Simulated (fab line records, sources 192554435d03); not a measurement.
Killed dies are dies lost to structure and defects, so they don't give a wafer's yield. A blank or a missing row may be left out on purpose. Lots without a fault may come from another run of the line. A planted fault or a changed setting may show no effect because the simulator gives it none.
fab line records | flow n5_finfet
record lots=7 wafers=39
route steps=1938 shown BEOL_M11@1552 BEOL_M14@1753 MIM_BOT_LITHO@1860 PASSIVATION@1930
start_h: hours from the record's first day to the start of the lot's first wafer shown | wait_h: hours since the lot's step before | " the same as in the row above | L1.1+2: a row that stands for several wafers | - no value, or no start given | * or withheld: withheld | < > ~ a bound
route shown NAME@n: a module of which the file shows steps, and the number in the route of the first | usual: mean/standard deviation of fault-free wafers | same: alike in all rows | chamber/n: place in a boat | sites: the reading at each site | _std_site: their standard deviation | _edge_site: outer sites' mean less inner sites' | radius_mm: how far each site lies from the wafer's centre | mask NAME#n: copy n | behind: the tool/chamber that last shaped the wafer | hold: why the lot was held/for how many hours/how that ended | device: the transistor (n, p or np) that didn't switch | end of line: the same wafers' tests at the end of the route | a step without rows: its recipe alone | killed: dies lost to structure and defects at the first sort, not the wafer's yield | map: a wafer's dies, x killed, . not, _ none there
set.NAME: the setting as run; set.NAME@STEP: as run at that earlier step | model.NAME: the simulator's own value behind a step, which no gauge read
lots whose settings were changed on purpose; a table a step, a row a wafer
## steps
# step N5_BEOL_M11_DESCUM_16
# recipe chemistry=O2 time_s=7.9 source_power_w=50 bias_power_w=20 pressure_mtorr=20 rf_frequency_hz=2.712e+07 temp_c=40 resist=CAR-ArF o2_flow_sccm=225
# columns lot.wafer tool chamber start_h wait_h set.time_s model.CAR-ArF_of_BEOL_M11_COAT_05.thk_nm
L079.1+2+3+4 rie_diel-06 1,2,3,0 263.01 0.1 7.9 83.8
L079.5 " 2 " " 7.9 84
L079.6 " 3 " " 7.9 83.6
L083.1+6 rie_diel-06 1,3 281.53 0.0 7.9 83.4
L083.2+4+5 " 3,0,1 " " 7.9 83.2
L083.3 " 0 " " 7.9 83.6
L089.1+5 rie_diel-05 1 314.96 0.0 7.9 83.6
L089.2 " 2 " " 7.9 83.4
L089.3 " 3 " " 10.58 82
L089.4+6 " 0 " " 10.58 81.6
L087.1+3+4+6 rie_diel-05 3,1,0,2 332.21 0.0 7.9 84
L087.2+5 " 2,3 " " 7.9 83.8
L091.1 rie_diel-06 0 355.95 0.0 7.9 83.6
L091.3+4 " 1 " " 7.9 83.8
L095.1+2+4 rie_diel-05 1,3,0 356.05 0.0 7.9 83.8
L095.3+5+6 " 2,1,2 " " 7.9 84
L096.1+4+6 rie_diel-01 2,2,3 366.52 0.1 9.112 82.6
L096.2 " 3 " " 7.9 83.6
L096.3 " 0 " " 7.9 83.4
L096.5 " 0 " " 7.9 83.2
# step N5_BEOL_M11_ETCH_61
# recipe chemistry=CF4 target=SiARC target_depth_a=390 mask_material=CAR-ArF time_s=65 ion_energy_ev=80 pressure_mtorr=40 source_w=545 bias_w=36 Ar_flow_sccm=100 cf4_flow_sccm=100 ends=cleared
# columns lot.wafer tool chamber start_h wait_h set.time_s@BEOL_M11_DESCUM_16 model.CAR-ArF_of_BEOL_M11_COAT_05.thk_nm
L079.1+2+3+4 rie_diel-06 1,2,3,0 263.05 0.0 7.9 55.8
L079.5 " 2 " " 7.9 56
L079.6 " 3 " " 7.9 55.6
L083.1+3 rie_diel-06 1,0 281.56 0.0 7.9 55.6
L083.2 " 3 " " 7.9 55.2
L083.4+5+6 " 0,1,3 " " 7.9 55.4
L089.1+5 rie_diel-05 1 315.00 0.0 7.9 55.6
L089.2 " 2 " " 7.9 55.4
L089.3 " 3 " " 10.58 54
L089.4+6 " 0 " " 10.58 53.6
L087.1+3+4 rie_diel-05 3,1,0 332.25 0.0 7.9 56
L087.2+5+6 " 2,3,2 " " 7.9 55.8
L091.1 rie_diel-06 0 355.99 0.0 7.9 55.6
L091.3 " 1 " " 7.9 56
L091.4 " 1 " " 7.9 55.8
L095.1 rie_diel-05 1 356.08 0.0 7.9 55.6
L095.2+4 " 3,0 " " 7.9 55.8
L095.3+5+6 " 2,1,2 " " 7.9 56
L096.1+4+6 rie_diel-01 2,2,3 366.56 0.0 9.112 54.6
L096.2 " 3 " " 7.9 55.6
L096.3+5 " 0 " " 7.9 55.4
# step N5_BEOL_M14_TRENCH_ETCH_34
# recipe chemistry=C4F8/O2/Ar target=SiO2 target_depth_a=5566.5 mask_material=SOC he_inner_torr=15 he_outer_torr=30 time_s=126.9 ion_energy_ev=800 pressure_mtorr=20 source_w=1905 bias_w=2040 Ar_flow_sccm=400 C4F8_flow_sccm=16 O2_flow_sccm=12
# columns lot.wafer tool chamber start_h wait_h set.time_s model.etch.depth_nm
L079.1 rie_diel-02 0 282.52 0.0 126.9 561.2
L079.2 " 2 " " 126.9 532.9
L079.3 " 3 " " 126.9 543.4
L079.4 " 2 " " 126.9 533.2
L079.5 " 0 " " 126.9 562.5
L079.6 " 3 " " 126.9 540.7
L083.1 rie_diel-02 3 306.13 0.0 168.4 713.9
L083.2 " 0 " " 168.4 738.6
L083.3 " 2 " " 126.9 535.9
L083.4 " 1 " " 126.9 572.7
L083.5 " 1 " " 126.9 566.4
L083.6 " 0 " " 168.4 744
L089.1 rie_diel-04 3 331.83 0.0 175 756.8
L089.2 " 2 " " 175 766.9
L089.3 " 0 " " 175 766.1
L089.4 " 1 " " 126.9 550.5
L089.5 " 0 " " 126.9 555
L089.6 " 1 " " 126.9 553.3
L087.1 rie_diel-02 2 353.62 0.0 126.9 538.1
L087.2 " 3 " " 126.9 541.1
L087.3 " 1 " " 126.9 567.1
L087.4 " 0 " " 126.9 558.4
L087.5 " 3 " " 126.9 543.8
L087.6 " 2 " " 126.9 536.7
L091.1 rie_diel-02 0 379.61 0.0 126.9 551.8
L091.3 " 3 " " 126.9 535.2
L091.4 " 1 " " 126.9 565.7
L095.1 rie_diel-02 0 380.30 0.0 155.8 675.2
L095.2 " 1 " " 126.9 559.5
L095.3 " 2 " " 126.9 530.6
L095.4 " 3 " " 155.8 660.9
L095.5 " 2 " " 155.8 653.9
L095.6 " 3 " " 126.9 536.3
L096.1 rie_diel-04 0 386.56 0.0 126.9 561.7
L096.2 " 2 " " 79.02 346.9
L096.3 " 3 " " 126.9 549.1
L096.4 " 1 " " 126.9 550.2
L096.5 " 3 " " 79.02 342.9
L096.6 " 2 " " 79.02 348
# step N5_BEOL_M14_STRIP_70
# recipe chemistry=C4F8/O2/Ar resist=SiARC rf_frequency_hz=6e+07
# step N5_BEOL_M14_OCD_MEAS_35
# usual trench_depth_nm=551/11
# columns lot.wafer tool chamber start_h wait_h set.time_s@BEOL_M14_TRENCH_ETCH_34 trench_depth_nm
L079.1 ocd-02 - 282.68 0.0 126.9 561
L079.2 " - " " 126.9 532
L079.3 " - " " 126.9 543
L079.4 " - " " 126.9 533
L079.5 " - " " 126.9 563
L079.6 " - " " 126.9 541
L083.1 ocd-01 - 306.28 0.0 168.4 714
L083.2 " - " " 168.4 739
L083.3 " - " " 126.9 536
L083.4 " - " " 126.9 573
L083.5 " - " " 126.9 566
L083.6 " - " " 168.4 744
L089.1 ocd-01 - 331.98 0.0 175 756
L089.2 " - " " 175 767
L089.3 " - " " 175 766
L089.4 " - " " 126.9 550
L089.5 " - " " 126.9 554
L089.6 " - " " 126.9 553
L087.1 ocd-01 - 353.77 0.0 126.9 538
L087.2 " - " " 126.9 542
L087.3 " - " " 126.9 567
L087.4 " - " " 126.9 558
L087.5 " - " " 126.9 544
L087.6 " - " " 126.9 537
L091.1 ocd-02 - 379.76 0.0 126.9 552
L091.3 " - " " 126.9 535
L091.4 " - " " 126.9 566
L095.1 ocd-01 - 380.45 0.0 155.8 675
L095.2 " - " " 126.9 559
L095.3 " - " " 126.9 531
L095.4 " - " " 155.8 661
L095.5 " - " " 155.8 654
L095.6 " - " " 126.9 537
L096.1 ocd-01 - 386.72 0.0 126.9 561
L096.2 " - " " 79.02 347
L096.3 " - " " 126.9 549
L096.4 " - " " 126.9 550
L096.5 " - " " 79.02 343
L096.6 " - " " 79.02 348
# step N5_BEOL_M14_STRIP_37
# recipe chemistry=O2 power_w=600 temp_c=60 pressure_mtorr=30 rf_frequency_hz=6e+07 bias_power_w=0 overash_fraction=0.3 o2_flow_sccm=225
# step N5_BEOL_M14_ETCH_38
# recipe chemistry=CF4/N2 target=SiCN target_depth_a=1065 taper_deg=2 time_s=120.6 ion_energy_ev=150 mask_material=SiO2 pressure_mtorr=40 source_w=430 bias_w=70 Ar_flow_sccm=100 cf4_flow_sccm=60 n2_flow_sccm=60
# step N5_BEOL_M14_ECD_47
# recipe material=Cu target_thk_a=12480
# step N5_BEOL_M14_ANNEAL_48
# recipe temp_c=225 time_s=90 ambient=N2
# step N5_BEOL_M14_CMP_49
# recipe stop_on=SiO2 t_overpolish_s=5.2 down_force_psi=2 platen_rpm=80 clearing_platen_down_force_psi=2 clearing_platen_rpm=80 post_cmp_clean=cu_alkaline target_thk_nm=560 clearing_platen_pad_velocity_m_s=1.5917 pad_velocity_m_s=1.5917
# columns lot.wafer tool chamber start_h wait_h set.time_s@BEOL_M14_TRENCH_ETCH_34 model.Cu_of_BEOL_M14_ECD_47.thk_nm
L079.2 cmp-01 0 286.70 0.2 126.9 536.4
L079.4 " 1 " " 126.9 536.6
L079.1 " 2 " " 126.9 563.4
L079.3 " 3 " " 126.9 545.8
L079.6 " 0 " " 126.9 543.2
L079.5 " 1 " " 126.9 565.2
L083.3 cmp-01 3 307.72 0.2 126.9 539.8
L083.2 " 0 " " 168.4 743.2
L083.4 " 1 " " 126.9 578
L083.1 " 2 " " 168.4 718.6
L083.5 " 3 " " 126.9 569.8
L083.6 " 0 " " 168.4 748.2
L089.2 cmp-03 1 333.43 0.2 175 770
L089.3 " 2 " " 175 769.8
L089.1 " 3 " " 175 762
L089.4 " 0 " " 126.9 556.4
L089.6 " 1 " " 126.9 556.6
L089.5 " 2 " " 126.9 558.4
L087.1 cmp-03 3 356.69 0.3 126.9 542.6
L087.3 " 0 " " 126.9 572.2
L087.2 " 1 " " 126.9 545.4
L087.4 " 2 " " 126.9 561.6
L087.5 " 3 " " 126.9 547.4
L087.6 " 0 " " 126.9 541.2
L091.4 cmp-01 1 382.68 0.1 126.9 570
L091.3 " 2 " " 126.9 539.2
L091.1 " 3 " " 126.9 554.6
L095.1 cmp-04 3 383.61 0.3 155.8 679
L095.4 " 0 " " 155.8 664.6
L095.3 " 1 " " 126.9 532.2
L095.2 " 2 " " 126.9 562.4
L095.5 " 3 " " 155.8 658.4
L095.6 " 0 " " 126.9 539.2
L096.2 cmp-03 0 388.57 0.2 79.02 350.2
L096.4 " 1 " " 126.9 550.8
L096.3 " 2 " " 126.9 551.6
L096.1 " 3 " " 126.9 564.4
L096.6 " 0 " " 79.02 350.6
L096.5 " 1 " " 79.02 343.6
# step N5_BEOL_M14_THK_MEAS_50
# recipe thk_meas_gauge=xrf reads=Cu_of_BEOL_M14_ECD_47
# usual M14_THK=549/14
# columns lot.wafer tool chamber start_h wait_h set.time_s@BEOL_M14_TRENCH_ETCH_34 M14_THK[nm]
L079.1 film_metro-02 - 286.99 - 126.9 555
L079.2 " - " " 126.9 528
L079.3 " - " " 126.9 537
L079.4 " - " " 126.9 526
L079.5 " - " " 126.9 556
L079.6 " - " " 126.9 535
L083.1 film_metro-01 - 308.01 - 168.4 704
L083.2 " - " " 168.4 730
L083.3 " - " " 126.9 529
L083.4 " - " " 126.9 565
L083.5 " - " " 126.9 559
L083.6 " - " " 168.4 733
L089.1 film_metro-01 - 333.72 - 175 737
L089.2 " - " " 175 748
L089.3 " - " " 175 746
L089.4 " - " " 126.9 541
L089.5 " - " " 126.9 545
L089.6 " - " " 126.9 541
L087.1 film_metro-01 - 356.99 - 126.9 532
L087.2 " - " " 126.9 535
L087.3 " - " " 126.9 560
L087.4 " - " " 126.9 551
L087.5 " - " " 126.9 536
L087.6 " - " " 126.9 530
L091.1 film_metro-02 - 382.97 - 126.9 548
L091.3 " - " " 126.9 535
L091.4 " - " " 126.9 566
L095.1 film_metro-02 - 383.90 - 155.8 686
L095.2 " - " " 126.9 564
L095.3 " - " " 126.9 534
L095.4 " - " " 155.8 665
L095.5 " - " " 155.8 660
L095.6 " - " " 126.9 542
L096.1 film_metro-01 - 388.86 - 126.9 557
L096.2 " - " " 79.02 346
L096.3 " - " " 126.9 545
L096.4 " - " " 126.9 545
L096.5 " - " " 79.02 339
L096.6 " - " " 79.02 346
# step N5_BEOL_M14_PRE_CLEAN_52
# recipe gas=NH3 time_s=15 temp_c=withheld rf_power_w=300
# step N5_BEOL_M14_DEP_53
# recipe material=SiCN target_thk_a=500 temp_c=withheld precursor=3MS/NH3 pressure_torr=3 rf_w=675 time_s=17.8
# step N5_BEOL_M14_RS_MEAS_54
# recipe thk_meas_gauge=four-point-probe reads=Cu_of_BEOL_M14_ECD_47+Ta_of_BEOL_M14_SPUTTER_44+TaN_of_BEOL_M14_SPUTTER_43
# usual M14_RS=0.0335/0.00071
# columns lot.wafer tool chamber start_h wait_h set.time_s@BEOL_M14_TRENCH_ETCH_34 M14_RS[ohm/sq]
L079.1 film_metro-02 - 287.12 0.0 126.9 0.0330
L079.2 " - " " 126.9 0.0347
L079.3 " - " " 126.9 0.0341
L079.4 " - " " 126.9 0.0347
L079.5 " - " " 126.9 0.0329
L079.6 " - " " 126.9 0.0343
L083.1 film_metro-02 - 308.14 0.0 168.4 0.0258
L083.2 " - " " 168.4 0.0249
L083.3 " - " " 126.9 0.0345
L083.4 " - " " 126.9 0.0321
L083.5 " - " " 126.9 0.0326
L083.6 " - " " 168.4 0.0247
L089.1 film_metro-01 - 333.85 0.0 175 0.0243
L089.2 " - " " 175 0.0239
L089.3 " - " " 175 0.0240
L089.4 " - " " 126.9 0.0335
L089.5 " - " " 126.9 0.0333
L089.6 " - " " 126.9 0.0334
L087.1 film_metro-01 - 357.12 0.0 126.9 0.0343
L087.2 " - " " 126.9 0.0341
L087.3 " - " " 126.9 0.0324
L087.4 " - " " 126.9 0.0331
L087.5 " - " " 126.9 0.0340
L087.6 " - " " 126.9 0.0344
L091.1 film_metro-01 - 383.10 0.0 126.9 0.0335
L091.3 " - " " 126.9 0.0345
L091.4 " - " " 126.9 0.0326
L095.1 film_metro-02 - 384.06 0.1 155.8 0.0273
L095.2 " - " " 126.9 0.0331
L095.3 " - " " 126.9 0.0350
L095.4 " - " " 155.8 0.0279
L095.5 " - " " 155.8 0.0282
L095.6 " - " " 126.9 0.0346
L096.1 film_metro-01 - 388.99 0.0 126.9 0.0330
L096.2 " - " " 79.02 0.0539
L096.3 " - " " 126.9 0.0337
L096.4 " - " " 126.9 0.0338
L096.5 " - " " 79.02 0.0549
L096.6 " - " " 79.02 0.0538
# step N5_MIM_BOT_LITHO_DEVELOP_07
# recipe develop_time_s=60 rinse_liquid=diw dry=air_spin dev_temp_c=21
# columns lot.wafer tool chamber start_h wait_h set.develop_time_s
L079.1+3+4 litho_track-01 0 - - 24.83
L079.2+5+6 " 0 " " 60
L083.1+2+3+4+5+6 litho_track-01 0 - - 60
L089.1+2+3+4+5+6 litho_track-01 0 - - 60
L087.1+2+3+4+5+6 litho_track-01 0 - - 60
L091.1+3+4 litho_track-01 0 - - 60
L095.1+2+3+4+5+6 litho_track-04 0 - - 60
L096.1+2+4 litho_track-04 0 - - 60
L096.3+5+6 " 0 " " 27.16
# step N5_MIM_BOT_LITHO_HARDBAKE_09
# recipe temp_c=130 time_s=120
# step N5_MIM_BOT_LITHO_CD_MEAS_08
# recipe target_cd_nm=3000 landing_energy_ev=500 detector=se_inlens polarity=opening
# usual cd_nm=3000.0/1.8
# columns lot.wafer tool chamber start_h wait_h set.develop_time_s@MIM_BOT_LITHO_DEVELOP_07 cd_nm
L079.1 cd_sem-03 0 297.30 - 24.83 2980.5
L079.2 " 0 " " 60 2997.3
L079.3 " 0 " " 24.83 2980.4
L079.4 " 0 " " 24.83 2981.4
L079.5 " 0 " " 60 2999.0
L079.6 " 0 " " 60 2999.9
L083.1 cd_sem-03 0 321.30 - 60 2998.6
L083.2 " 0 " " 60 3001.6
L083.3 " 0 " " 60 3000.7
L083.4 " 0 " " 60 2997.0
L083.5 " 0 " " 60 2998.5
L083.6 " 0 " " 60 2998.1
L089.1 cd_sem-03 0 346.11 - 60 3001.2
L089.2 " 0 " " 60 3002.8
L089.3 " 0 " " 60 3002.7
L089.4 " 0 " " 60 3002.1
L089.5 " 0 " " 60 3001.5
L089.6 " 0 " " 60 3000.3
L087.1 cd_sem-02 0 366.69 - 60 3000.6
L087.2 " 0 " " 60 2999.2
L087.3 " 0 " " 60 2996.5
L087.4 " 0 " " 60 2997.5
L087.5 " 0 " " 60 3000.5
L087.6 " 0 " " 60 2999.0
L091.1 cd_sem-03 0 397.65 - 60 3000.3
L091.3 " 0 " " 60 3000.0
L091.4 " 0 " " 60 3000.5
L095.1 cd_sem-03 0 401.87 - 60 3001.9
L095.2 " 0 " " 60 3000.1
L095.3 " 0 " " 60 3001.1
L095.4 " 0 " " 60 3001.1
L095.5 " 0 " " 60 3001.1
L095.6 " 0 " " 60 3002.5
L096.1 cd_sem-02 0 403.17 - 60 3002.8
L096.2 " 0 " " 60 2998.3
L096.3 " 0 " " 27.16 2986.1
L096.4 " 0 " " 60 2998.8
L096.5 " 0 " " 27.16 2984.9
L096.6 " 0 " " 27.16 2986.4
# step N5_PASSIVATION_ETCH_54
# recipe chemistry=CHF3/O2 target=SiO2 target_depth_a=8800 CHF3_flow_sccm=50 O2_flow_sccm=5 Ar_flow_sccm=200 time_s=440 mask_material=PR pressure_mtorr=30 source_w=650 bias_w=170 ion_energy_ev=200
# columns lot.wafer tool chamber start_h wait_h set.target_depth_a model.PASSIVATION.feature_depth_nm model.etch.depth_nm
L079.1 rie_diel-03 1 309.18 0.1 8800 889.2 889.1
L079.2 " 3 " " 8800 857.4 857.5
L079.3 " 2 " " 10690 1076 1076
L079.4 " 1 " " 10690 1078 1078
L079.5 " 2 " " 8800 882 881.9
L079.6 " 3 " " 10690 1049 1049
L083.1 rie_diel-03 3 328.70 0.1 13580 1317 1317
L083.2 " 0 " " 8800 850.2 850.1
L083.3 " 1 " " 8800 874.4 874.5
L083.4 " 2 " " 13580 1358 1358
L083.5 " 2 " " 8800 876 876.1
L083.6 " 3 " " 13580 1309 1309
L089.1 rie_diel-02 3 351.59 0.1 8800 852.4 852.4
L089.2 " 0 " " 8800 874.2 874.2
L089.3 " 1 " " 8800 885.8 885.7
L089.4 " 2 " " 8800 850.2 850.3
L089.5 " 0 " " 8800 869.6 869.5
L089.6 " 1 " " 8800 884.6 884.5
L087.1 rie_diel-03 2 377.10 0.1 10500 1062 1062
L087.2 " 0 " " 8800 866.8 866.7
L087.3 " 3 " " 8800 883.2 883.3
L087.4 " 1 " " 8800 876.4 876.4
L087.5 " 0 " " 10500 1029 1029
L087.6 " 3 " " 10500 1064 1064
L091.1 rie_diel-03 2 406.56 0.1 8800 886.4 886.4
L091.3 " 1 " " 8800 880.4 880.4
L091.4 " 2 " " 8800 889 889
L095.1 rie_diel-04 1 408.96 0.1 10140 1003 1003
L095.2 " 0 " " 8800 881.6 881.7
L095.3 " 3 " " 10140 1009 1009
L095.4 " 2 " " 8800 895.6 895.6
L095.5 " 3 " " 8800 875.8 875.8
L095.6 " 2 " " 10140 1028 1028
L096.1 rie_diel-03 2 410.40 0.1 8800 882.4 882.4
L096.2 " 0 " " 8800 858.2 858.2
L096.3 " 1 " " 4953 489.4 489.4
L096.4 " 2 " " 4953 498 498
L096.5 " 1 " " 8800 875.8 875.8
L096.6 " 0 " " 4953 483.6 483.6
## key
split step=N5_BEOL_M11_DESCUM_16 setting=time_s stated=7.9 by=wafer
response step=N5_BEOL_M11_DESCUM_16 reading=model.CAR-ArF_of_BEOL_M11_COAT_05.thk_nm change=-0.0529 per=1% r=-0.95
response step=N5_BEOL_M11_ETCH_61 reading=model.CAR-ArF_of_BEOL_M11_COAT_05.thk_nm change=-0.0536 per=1% r=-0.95
split step=N5_BEOL_M14_TRENCH_ETCH_34 setting=time_s stated=126.9 by=wafer
response step=N5_BEOL_M14_TRENCH_ETCH_34 reading=model.etch.depth_nm change=+5.45 per=1% r=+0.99
response step=N5_BEOL_M14_OCD_MEAS_35 reading=trench_depth_nm change=+5.45 per=1% r=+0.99
response step=N5_BEOL_M14_CMP_49 reading=model.Cu_of_BEOL_M14_ECD_47.thk_nm change=+5.46 per=1% r=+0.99
response step=N5_BEOL_M14_THK_MEAS_50 reading=M14_THK change=+5.35 per=1% r=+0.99
response step=N5_BEOL_M14_RS_MEAS_54 reading=M14_RS change=-0.000346 per=1% r=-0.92
split step=N5_MIM_BOT_LITHO_DEVELOP_07 setting=develop_time_s stated=60 by=wafer
response step=N5_MIM_BOT_LITHO_CD_MEAS_08 reading=cd_nm change=+0.285 per=1% r=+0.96
split step=N5_PASSIVATION_ETCH_54 setting=target_depth_a stated=8800 by=wafer
response step=N5_PASSIVATION_ETCH_54 reading=model.PASSIVATION.feature_depth_nm change=+8.64 per=1% r=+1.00
response step=N5_PASSIVATION_ETCH_54 reading=model.etch.depth_nm change=+8.64 per=1% r=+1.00
